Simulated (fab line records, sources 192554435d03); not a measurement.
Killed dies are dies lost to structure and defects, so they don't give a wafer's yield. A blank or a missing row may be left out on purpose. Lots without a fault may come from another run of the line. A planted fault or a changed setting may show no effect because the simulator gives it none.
fab line records | flow n5_finfet
record lots=4 wafers=11 last_day=17
route steps=1938 shown BEOL_M3@951 BEOL_M4@1111 PASSIVATION@1936
lots that met no fault: from a run of the same line without faults
start_h: hours from the record's first day to the start of the lot's first wafer shown | wait_h: hours since the lot's step before | " the same as in the row above | L1.1+2: a row that stands for several wafers | - no value, or no start given | * or withheld: withheld | < > ~ a bound
route shown NAME@n: a module of which the file shows steps, and the number in the route of the first | usual: mean/standard deviation of fault-free wafers | same: alike in all rows | chamber/n: place in a boat | sites: the reading at each site | _std_site: their standard deviation | _edge_site: outer sites' mean less inner sites' | radius_mm: how far each site lies from the wafer's centre | mask NAME#n: copy n | behind: the tool/chamber that last shaped the wafer | hold: why the lot was held/for how many hours/how that ended | device: the transistor (n, p or np) that didn't switch | end of line: the same wafers' tests at the end of the route | a step without rows: its recipe alone | killed: dies lost to structure and defects at the first sort, not the wafer's yield | map: a wafer's dies, x killed, . not, _ none there
set.NAME: the setting as run; set.NAME@STEP: as run at that earlier step | model.NAME: the simulator's own value behind a step, which no gauge read
lots at some steps of the route; a table a step, a row a wafer
services: from which hour (start_h, from the record's first day; less than 0 if before it) a tool's chamber was out of use, for how many hours, and why
## steps
# step N5_BEOL_M3_STRIP_65
# recipe chemistry=N2/H2 temp_c=40 n2_flow_sccm=200 h2_flow_sccm=200 rf_frequency_hz=6e+07
# step N5_BEOL_M3_STRIP_75
# recipe chemistry=N2/H2 temp_c=40 n2_flow_sccm=200 h2_flow_sccm=200 rf_frequency_hz=6e+07
# step N5_BEOL_M3_STRIP_66
# recipe chemistry=CF4 resist=SiARC power_w=300 bias_power_w=75 pressure_mtorr=50 cf4_flow_sccm=150 rf_frequency_hz=6e+07
# step N5_BEOL_M3_HM_OPEN_17
# recipe chemistry=Cl2/BCl3 target_depth_a=200 overetch_a=60 target=TiN mask_material=SOC ion_energy_ev=150 pressure_mtorr=10 icp_w=1000 bias_w=126 Cl2_flow_sccm=53.25 bcl3_flow_sccm=21.75 Ar_flow_sccm=25
# step N5_BEOL_M3_STRIP_19
# recipe chemistry=O2 power_w=400 temp_c=40 pressure_mtorr=30 rf_frequency_hz=6e+07 bias_power_w=0 overash_fraction=0.2 o2_flow_sccm=225
# step N5_BEOL_M3_COAT_67
# recipe resist=SOC temp_c=250 time_s=60 spin_rpm=1500 resist_thk_nm=60
# step N5_BEOL_M3_COAT_68
# recipe resist=SiARC temp_c=220 time_s=60 spin_rpm=1500 resist_thk_nm=12
# step N5_BEOL_M3_COAT_76
# recipe resist=underlayer temp_c=205 time_s=60 spin_rpm=1500 resist_thk_nm=5
# step N5_BEOL_M3_COAT_22
# recipe resist=CAR-EUV spin_rpm=1500 resist_thk_nm=30
# step N5_BEOL_M3_EBR_24
# recipe solvent=PGMEA ebr_width_mm=1.5
# step N5_BEOL_M3_SOFTBAKE_23
# recipe temp_c=110 time_s=60 resist=CAR-EUV
# step N5_BEOL_M3_EXPOSE_25
# recipe mask_id=V2 na=0.33 source_shape=quasar sigma_inner=0.2 sigma_outer=0.8 polarization=unpolarized defocus_nm=5 dose_mj=63
# usual stage_msd_nm=0.773/0.01
# columns lot.wafer tool chamber start_h wait_h mask stage_msd_nm
L438.2 euv_scanner-02 0 191.81 - V2#0 0.773
L438.4 " 0 " " V2#0 0.775
L438.5 " 0 " " V2#0 0.776
L442.2 euv_scanner-02 0 212.84 - V2#0 0.769
L442.3 " 0 " " V2#0 0.768
L442.5 " 0 " " V2#0 0.770
L444.2 euv_scanner-02 0 222.94 - V2#0 0.769
L444.4 " 0 " " V2#0 0.767
L453.2 euv_scanner-01 0 274.86 - V2#0 0.759
L453.3 " 0 " " V2#0 0.761
L453.4 " 0 " " V2#0 0.764
# step N5_BEOL_M3_PEB_26
# recipe peb_temp_c=100 peb_time_s=60 resist=CAR-EUV
# step N5_BEOL_M3_DEVELOP_27
# recipe develop_time_s=30 developer=TMAH resist=CAR-EUV rinse_liquid=surfactant_rinse dry=air_spin dev_temp_c=23
# step N5_BEOL_M3_CD_MEAS_28
# recipe target_cd_nm=25.7 landing_energy_ev=500 detector=se_inlens target_cd_y_nm=23.3 polarity=opening
# usual cd_nm=25.67/0.25
# same landing_energy_ev=500
# columns lot.wafer tool chamber start_h wait_h cd_nm
L438.2 cd_sem-03 0 191.95 - 25.54
L438.4 " 0 " " 25.16
L438.5 " 0 " " 25.22
L442.2 cd_sem-03 0 212.98 - 25.84
L442.3 " 0 " " 26.02
L442.5 " 0 " " 15.39
L444.2 cd_sem-02 0 223.08 - 25.47
L444.4 " 0 " " 15.72
L453.2 cd_sem-02 0 275.00 - 25.16
L453.3 " 0 " " 25.27
L453.4 " 0 " " 25.46
# step N5_BEOL_M3_DESCUM_33
# recipe chemistry=O2 time_s=7 source_power_w=50 bias_power_w=20 pressure_mtorr=20 rf_frequency_hz=2.712e+07 temp_c=40 resist=CAR-EUV o2_flow_sccm=225
# step N5_BEOL_M3_ETCH_77
# recipe chemistry=N2/H2 target=underlayer target_depth_a=65 mask_material=CAR-EUV time_s=5.2 ion_energy_ev=200 pressure_mtorr=30 source_w=840 bias_w=150 n2_flow_sccm=200 h2_flow_sccm=200 ends=cleared
# step N5_BEOL_M3_ETCH_69
# recipe chemistry=CF4 target=SiARC target_depth_a=156 mask_material=CAR-EUV time_s=26 ion_energy_ev=80 pressure_mtorr=40 source_w=545 bias_w=36 Ar_flow_sccm=100 cf4_flow_sccm=100 ends=cleared
# step N5_BEOL_M3_ALD_98
# recipe material=SiO2 target_thk_a=25 temp_c=100 ald_precursor_family=BDEAS ald_co_reactant=O2-plasma pulse_time_s=1 co_reactant_pulse_time_s=1 purge_time_s=2 co_reactant_purge_time_s=2 ald_cycles=17 pressure_torr=2
# step N5_BEOL_M3_ETCHBACK_99
# recipe chemistry=CHF3 target=SiO2 target_depth_a=50 time_s=10.4 source_w=215 bias_w=47 Ar_flow_sccm=200 CHF3_flow_sccm=12 ion_energy_ev=100 pressure_mtorr=30
# step N5_BEOL_M3_ETCH_70
# recipe chemistry=N2/H2 target=SOC target_depth_a=800 overetch_a=160 mask_material=SiARC temp_c=40 time_s=120 ion_energy_ev=200 pressure_mtorr=30 source_w=840 bias_w=150 n2_flow_sccm=200 h2_flow_sccm=200
# step N5_BEOL_M3_STRIP_71
# recipe chemistry=N2/H2 temp_c=40 n2_flow_sccm=200 h2_flow_sccm=200 rf_frequency_hz=6e+07
# step N5_BEOL_M3_STRIP_78
# recipe chemistry=N2/H2 temp_c=40 n2_flow_sccm=200 h2_flow_sccm=200 rf_frequency_hz=6e+07
# step N5_BEOL_M3_VIA_ETCH_34
# recipe chemistry=C4F6/O2 target_depth_a=694 mask_material=SOC pressure_mtorr=15 ion_energy_ev=250 taper_deg=4 time_s=65.9 source_w=350 bias_w=170 Ar_flow_sccm=300 C4F6_flow_sccm=10 O2_flow_sccm=10
# step N5_BEOL_M3_STRIP_83
# recipe chemistry=C4F6/O2 resist=SiARC rf_frequency_hz=6e+07
# step N5_BEOL_M3_STRIP_36
# recipe chemistry=N2/H2 power_w=450 temp_c=40 pressure_mtorr=20 rf_frequency_hz=6e+07 overash_fraction=0.3 bias_power_w=7 h2_frac=0.5 n2_flow_sccm=200 h2_flow_sccm=200
# step N5_BEOL_M3_TRENCH_ETCH_37
# recipe chemistry=C4F6/O2 target_depth_a=555.55 target=SiOC time_s=29.2 ion_energy_ev=250 pressure_mtorr=30 source_w=355 bias_w=185 Ar_flow_sccm=300 C4F6_flow_sccm=10 O2_flow_sccm=10
# step N5_BEOL_M3_ETCH_41
# recipe chemistry=CH3F/O2 target=SiCN target_depth_a=299 taper_deg=2 time_s=52.5 ion_energy_ev=120 mask_material=TiN pressure_mtorr=30 source_w=395 bias_w=75 Ar_flow_sccm=150 CH3F_flow_sccm=30 O2_flow_sccm=20
# step N5_BEOL_M3_STRIP_97
# recipe chemistry=N2/H2 time_s=10 power_w=450 temp_c=40 pressure_mtorr=20 rf_frequency_hz=6e+07 bias_power_w=7 n2_flow_sccm=200 h2_flow_sccm=200
# step N5_BEOL_M3_HM_STRIP_39
# recipe chemistry=peroxide_tin_strip material=TiN target_depth_a=250 temp_c=50 time_s=158
# step N5_BEOL_M3_SRD_40
# recipe time_s=30 temp_c=23 rinse_liquid=diw dry=ipa_marangoni
# step N5_BEOL_M3_PRECLEAN_42
# recipe chemistry=residue_remover time_s=60 temp_c=40
# step N5_BEOL_M3_SRD_43
# recipe time_s=30 temp_c=23 rinse_liquid=diw dry=ipa_marangoni
# step N5_BEOL_M3_DEGAS_44
# recipe ambient=vacuum temp_c=250 time_s=60
# step N5_BEOL_M3_PRE_CLEAN_45
# recipe gas=H2/He time_s=30 temp_c=250
# step N5_BEOL_M3_ALD_84
# recipe material=TaN target_thk_a=* temp_c=275 ald_precursor_family=PDMAT ald_co_reactant=NH3 pressure_torr=3 carrier_flow_sccm=1500 pulse_time_s=2 purge_time_s=3 co_reactant_purge_time_s=2 co_reactant_pulse_time_s=3 ald_cycles=30 precursor_vessel_temp_c=75 precursor_vessel_pressure_torr=26.25 precursor_vessel_carrier_sccm=1000
# step N5_BEOL_M3_SURFACE_TREAT_85
# recipe gas=Ar time_s=* ion_energy_ev=* ion_current_ma_cm2=0.5 pressure_mtorr=* ar_flow_sccm=30
# step N5_BEOL_M4_RC_MEAS_101
# usual DIBL_N=36.3/1.7 DIBL_P=36.3/2.2 IOFF_N=0.16/0.034 IOFF_P=0.21/0.038 ION_N=673/13 ION_P=461/8.3 SS_N=71.5/0.55 SS_P=73.3/0.67 VT_N=250/3.4 VT_P=-251/3.5
# columns lot.wafer tool chamber start_h wait_h DIBL_N[mV/V] DIBL_P[mV/V] IOFF_N[nA/um] IOFF_P[nA/um] ION_N[uA/um] ION_P[uA/um] SS_N[mV/dec] SS_P[mV/dec] VT_N[mV] VT_P[mV]
L438.2 prober-02 0 211.30 0.2 35.7 35.2 0.17 0.20 668 454 71.6 73.0 246 -249
L438.4 " 0 " " 39.1 39.4 0.24 0.28 683 470 72.6 74.1 242 -246
L438.5 " 0 " " 36.0 35.3 0.16 0.20 663 451 71.6 72.8 251 -250
L442.2 prober-02 0 237.93 0.2 35.2 35.9 0.15 0.18 681 463 71.6 73.9 250 -253
L442.3 " 0 " " 34.9 34.8 0.14 0.18 661 448 72.5 73.5 254 -252
L444.2 prober-01 0 242.25 0.2 34.8 35.7 0.13 0.19 648 445 70.9 72.4 252 -253
L453.2 prober-02 0 293.68 0.2 34.7 33.2 0.13 0.17 672 465 71.0 72.7 251 -253
L453.3 " 0 " " 34.6 33.3 0.12 0.18 659 459 71.3 73.0 252 -252
L453.4 " 0 " " 34.2 32.1 0.12 0.17 667 465 70.8 72.1 254 -248
# step N5_PASSIVATION_PROBE_49
# usual defect_limited_yield=91.4/1.6 killed_at_M0_to_M3=34/10 killed_at_M4_up=12/4.8 killed_at_contacts=11/6.2 killed_at_front_end=39/13 killed_at_other=4/3.1 killed_dies=101/19 killed_on_rim=13/4.1 killed_open=67/14 killed_short=32/8.3 sort_bin_5_function=5.0/1 sort_bin_6_memory=3.2/0.76 sort_bin_8_speed=0.00/0.026 sort_n_pass=1079/19 sort_yield_pct=91.4/1.6
# same gross_dies=1180 killed_at_back_side=0 sort_bin_4_leakage[%]=0
# columns lot.wafer tool chamber start_h wait_h defect_limited_yield[%] killed_at_M0_to_M3 killed_at_M4_up killed_at_contacts killed_at_front_end killed_at_other killed_dies killed_on_rim killed_open killed_short sort_bin_5_function[%] sort_bin_6_memory[%] sort_bin_8_speed[%] sort_n_pass sort_yield_pct[%]
L438.2 prober-01 - 311.31 0.1 91.4 51 7 2 26 15 101 18 62 39 5.5 2.5 0 1079 91.4
L438.4 prober-01 - 311.41 0.2 88.8 53 23 7 40 9 132 18 78 52 6.9 3.8 0 1048 88.8
L438.5 prober-01 - 311.46 0.2 92.1 42 10 7 29 5 93 16 46 47 4.1 3.2 0 1087 92.1
L442.3 prober-01 - 347.43 0.1 91.6 36 20 10 31 2 99 24 62 37 5.4 2.7 0 1081 91.6
L442.5 prober-01 - 347.53 0.2 0 1118 2 13 42 5 1180 152 56 42 96.9 2.8 0 0 0
L444.4 prober-01 - 349.50 0.3 0 1095 16 5 56 8 1180 152 68 35 95.8 3.4 0 0 0
L453.2 prober-02 - 398.51 0.1 93.7 38 11 4 18 3 74 8 56 17 3.5 2.5 0 1106 93.7
L453.3 prober-02 - 398.56 0.1 92.3 33 16 8 31 3 91 12 60 29 4.6 2.9 0 1089 92.3
L453.4 prober-02 - 398.61 0.2 93.2 34 11 3 26 6 80 9 57 23 3.9 2.9 0 1100 93.2
# killed by level:class
L438.2 BEOL_M0_SAQP:geometric_particle:open=18 BEOL_M0_SAQP:geometric_particle:short=14 BEOL_M2:geometric_particle:open=8 FIN_SAQP:geometric_particle:short=5 BEOL_M4:geometric_particle:open=5 STI_FIN_REVEAL:geometric_particle:open=4 DUMMY_GATE:geometric_particle:open=4 GATE_CUT:geometric_particle:short=4
L438.4 BEOL_M0_SAQP:geometric_particle:short=20 BEOL_M0_SAQP:geometric_particle:open=18 BEOL_M4:geometric_particle:open=12 STI_FIN_REVEAL:geometric_particle:open=10 BEOL_M2:geometric_particle:open=8 FIN_SAQP:geometric_particle:short=6 MOL_CONTACT_COAG:geometric_particle:open=6 FIN_SAQP:geometric_particle:open=5
L438.5 BEOL_M0_SAQP:geometric_particle:short=16 BEOL_M0_SAQP:geometric_particle:open=11 STARTING-WAFER:geometric_particle:short=7 GATE_CUT:geometric_particle:short=6 MOL_CONTACT_COAG:geometric_particle:open=6 BEOL_M2:geometric_particle:open=6 FIN_SAQP:geometric_particle:short=5 DUMMY_GATE:geometric_particle:open=4
L442.3 BEOL_M0_SAQP:geometric_particle:open=8 BEOL_M0_SAQP:geometric_particle:short=8 MOL_CONTACT_COAG:geometric_particle:open=7 FIN_SAQP:geometric_particle:open=6 STI_FIN_REVEAL:geometric_particle:open=6 BEOL_M1:geometric_particle:open=6 BEOL_M3:geometric_particle:open=6 BEOL_M4:geometric_particle:open=6
L442.5 BEOL_M3:area_expose=1079 FIN_SAQP:geometric_particle:short=8 BEOL_M0_SAQP:geometric_particle:open=8 FIN_SAQP:geometric_particle:open=7 MOL_CONTACT_COAG:geometric_particle:open=7 BEOL_M0_SAQP:geometric_particle:short=7 BEOL_M2:geometric_particle:open=7 BEOL_M3:geometric_particle:open=6
L444.4 BEOL_M3:area_expose=1072 STI_FIN_REVEAL:geometric_particle:open=21 BEOL_M4:geometric_particle:open=13 BEOL_M0_SAQP:geometric_particle:short=8 BEOL_M0_SAQP:geometric_particle:open=8 STI_FIN_REVEAL:geometric_particle:short=5 DUMMY_GATE:geometric_particle:open=5 BEOL_M1:geometric_particle:open=5
L453.2 BEOL_M1:geometric_particle:open=14 BEOL_M2:geometric_particle:open=8 BEOL_M4:geometric_particle:open=8 BEOL_M3:geometric_particle:open=5 MOL_CONTACT_COAG:geometric_particle:open=4 DUMMY_GATE:geometric_particle:open=3 BEOL_M0_SAQP:geometric_particle:short=3 BEOL_M3:geometric_particle:short=3
L453.3 BEOL_M3:geometric_particle:open=10 FIN_SAQP:geometric_particle:short=9 MOL_CONTACT_COAG:geometric_particle:open=7 BEOL_M0_SAQP:geometric_particle:open=5 BEOL_M1:geometric_particle:open=5 FIN_CUT:geometric_particle:open=4 GATE_CUT:geometric_particle:short=4 BEOL_M2:geometric_particle:open=4
L453.4 FIN_SAQP:geometric_particle:open=10 BEOL_M3:geometric_particle:open=7 BEOL_M2:geometric_particle:open=6 BEOL_M2:geometric_particle:short=5 BEOL_M4:geometric_particle:open=5 STI_FIN_REVEAL:geometric_particle:open=4 BEOL_M0:geometric_particle:open=4 BEOL_M1:geometric_particle:open=4
# map L442.5 (x killed, . not)
_________________xxxxxxxxxxxx________________
______________xxxxxxxxxxxxxxxxxx_____________
___________xxxxxxxxxxxxxxxxxxxxxxxx__________
__________xxxxxxxxxxxxxxxxxxxxxxxxxx_________
________xxxxxxxxxxxxxxxxxxxxxxxxxxxxxx_______
_______xxxxxxxxxxxxxxxxxxxxxxxxxxxxxxxx______
______xxxxxxxxxxxxxxxxxxxxxxxxxxxxxxxxxx_____
_____xxxxxxxxxxxxxxxxxxxxxxxxxxxxxxxxxxxx____
____xxxxxxxxxxxxxxxxxxxxxxxxxxxxxxxxxxxxxx___
___xxxxxxxxxxxxxxxxxxxxxxxxxxxxxxxxxxxxxxxx__
___xxxxxxxxxxxxxxxxxxxxxxxxxxxxxxxxxxxxxxxx__
__xxxxxxxxxxxxxxxxxxxxxxxxxxxxxxxxxxxxxxxxxx_
__xxxxxxxxxxxxxxxxxxxxxxxxxxxxxxxxxxxxxxxxxx_
_xxxxxxxxxxxxxxxxxxxxxxxxxxxxxxxxxxxxxxxxxxxx
_xxxxxxxxxxxxxxxxxxxxxxxxxxxxxxxxxxxxxxxxxxxx
_xxxxxxxxxxxxxxxxxxxxxxxxxxxxxxxxxxxxxxxxxxxx
_xxxxxxxxxxxxxxxxxxxxxxxxxxxxxxxxxxxxxxxxxxxx
_xxxxxxxxxxxxxxxxxxxxxxxxxxxxxxxxxxxxxxxxxxxx
_xxxxxxxxxxxxxxxxxxxxxxxxxxxxxxxxxxxxxxxxxxxx
_xxxxxxxxxxxxxxxxxxxxxxxxxxxxxxxxxxxxxxxxxxxx
_xxxxxxxxxxxxxxxxxxxxxxxxxxxxxxxxxxxxxxxxxxxx
__xxxxxxxxxxxxxxxxxxxxxxxxxxxxxxxxxxxxxxxxxx_
__xxxxxxxxxxxxxxxxxxxxxxxxxxxxxxxxxxxxxxxxxx_
___xxxxxxxxxxxxxxxxxxxxxxxxxxxxxxxxxxxxxxxx__
___xxxxxxxxxxxxxxxxxxxxxxxxxxxxxxxxxxxxxxxx__
____xxxxxxxxxxxxxxxxxxxxxxxxxxxxxxxxxxxxxx___
_____xxxxxxxxxxxxxxxxxxxxxxxxxxxxxxxxxxxx____
______xxxxxxxxxxxxxxxxxxxxxxxxxxxxxxxxxx_____
_______xxxxxxxxxxxxxxxxxxxxxxxxxxxxxxxx______
________xxxxxxxxxxxxxxxxxxxxxxxxxxxxxx_______
__________xxxxxxxxxxxxxxxxxxxxxxxxxx_________
___________xxxxxxxxxxxxxxxxxxxxxxxx__________
______________xxxxxxxxxxxxxxxxxx_____________
_________________xxxxxxxxxxxx________________
# map L444.4 (x killed, . not)
_________________xxxxxxxxxxxx________________
______________xxxxxxxxxxxxxxxxxx_____________
___________xxxxxxxxxxxxxxxxxxxxxxxx__________
__________xxxxxxxxxxxxxxxxxxxxxxxxxx_________
________xxxxxxxxxxxxxxxxxxxxxxxxxxxxxx_______
_______xxxxxxxxxxxxxxxxxxxxxxxxxxxxxxxx______
______xxxxxxxxxxxxxxxxxxxxxxxxxxxxxxxxxx_____
_____xxxxxxxxxxxxxxxxxxxxxxxxxxxxxxxxxxxx____
____xxxxxxxxxxxxxxxxxxxxxxxxxxxxxxxxxxxxxx___
___xxxxxxxxxxxxxxxxxxxxxxxxxxxxxxxxxxxxxxxx__
___xxxxxxxxxxxxxxxxxxxxxxxxxxxxxxxxxxxxxxxx__
__xxxxxxxxxxxxxxxxxxxxxxxxxxxxxxxxxxxxxxxxxx_
__xxxxxxxxxxxxxxxxxxxxxxxxxxxxxxxxxxxxxxxxxx_
_xxxxxxxxxxxxxxxxxxxxxxxxxxxxxxxxxxxxxxxxxxxx
_xxxxxxxxxxxxxxxxxxxxxxxxxxxxxxxxxxxxxxxxxxxx
_xxxxxxxxxxxxxxxxxxxxxxxxxxxxxxxxxxxxxxxxxxxx
_xxxxxxxxxxxxxxxxxxxxxxxxxxxxxxxxxxxxxxxxxxxx
_xxxxxxxxxxxxxxxxxxxxxxxxxxxxxxxxxxxxxxxxxxxx
_xxxxxxxxxxxxxxxxxxxxxxxxxxxxxxxxxxxxxxxxxxxx
_xxxxxxxxxxxxxxxxxxxxxxxxxxxxxxxxxxxxxxxxxxxx
_xxxxxxxxxxxxxxxxxxxxxxxxxxxxxxxxxxxxxxxxxxxx
__xxxxxxxxxxxxxxxxxxxxxxxxxxxxxxxxxxxxxxxxxx_
__xxxxxxxxxxxxxxxxxxxxxxxxxxxxxxxxxxxxxxxxxx_
___xxxxxxxxxxxxxxxxxxxxxxxxxxxxxxxxxxxxxxxx__
___xxxxxxxxxxxxxxxxxxxxxxxxxxxxxxxxxxxxxxxx__
____xxxxxxxxxxxxxxxxxxxxxxxxxxxxxxxxxxxxxx___
_____xxxxxxxxxxxxxxxxxxxxxxxxxxxxxxxxxxxx____
______xxxxxxxxxxxxxxxxxxxxxxxxxxxxxxxxxx_____
_______xxxxxxxxxxxxxxxxxxxxxxxxxxxxxxxx______
________xxxxxxxxxxxxxxxxxxxxxxxxxxxxxx_______
__________xxxxxxxxxxxxxxxxxxxxxxxxxx_________
___________xxxxxxxxxxxxxxxxxxxxxxxx__________
______________xxxxxxxxxxxxxxxxxx_____________
_________________xxxxxxxxxxxx________________
## services
# columns tool chamber start_h hours kind
euv_scanner-01 0 189.99 - calibration
euv_scanner-02 - 207.46 1.0 pm
euv_scanner-01 - 212.32 1.0 pm
euv_scanner-02 - 263.59 1.0 pm
euv_scanner-02 0 267.15 - calibration
euv_scanner-01 - 268.47 1.0 pm
euv_scanner-02 - 270.60 4.6 pm
## key
first_sign step=N5_BEOL_M3_CD_MEAS_28 reading=cd_nm direction=down sigmas=40 usual=25.67 struck=15.56
effect step=N5_PASSIVATION_PROBE_49 reading=killed_at_M0_to_M3 direction=up sigmas=99+ usual=34 struck=1106
more_kills_born_at N5_BEOL_M3_EXPOSE_25@euv_scanner-02=2150
met_at N5_BEOL_M3_EXPOSE_25
struck_wafers L442.5,L444.4
later_rows_left_out L442.5,L444.4
onset_between 191.81 212.84
fault kind=process_parameter_drift tool=euv_scanner-02 chamber=- onset_h=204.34 steps=N5_BEOL_M3_EXPOSE_25 channel=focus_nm offset=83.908 shape=step end_h=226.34 scope=struck_wafers_only
# later_rows_left_out: the simulator's readings of these wafers behind a module that went badly wrong aren't trusted and aren't shown, but for the sort
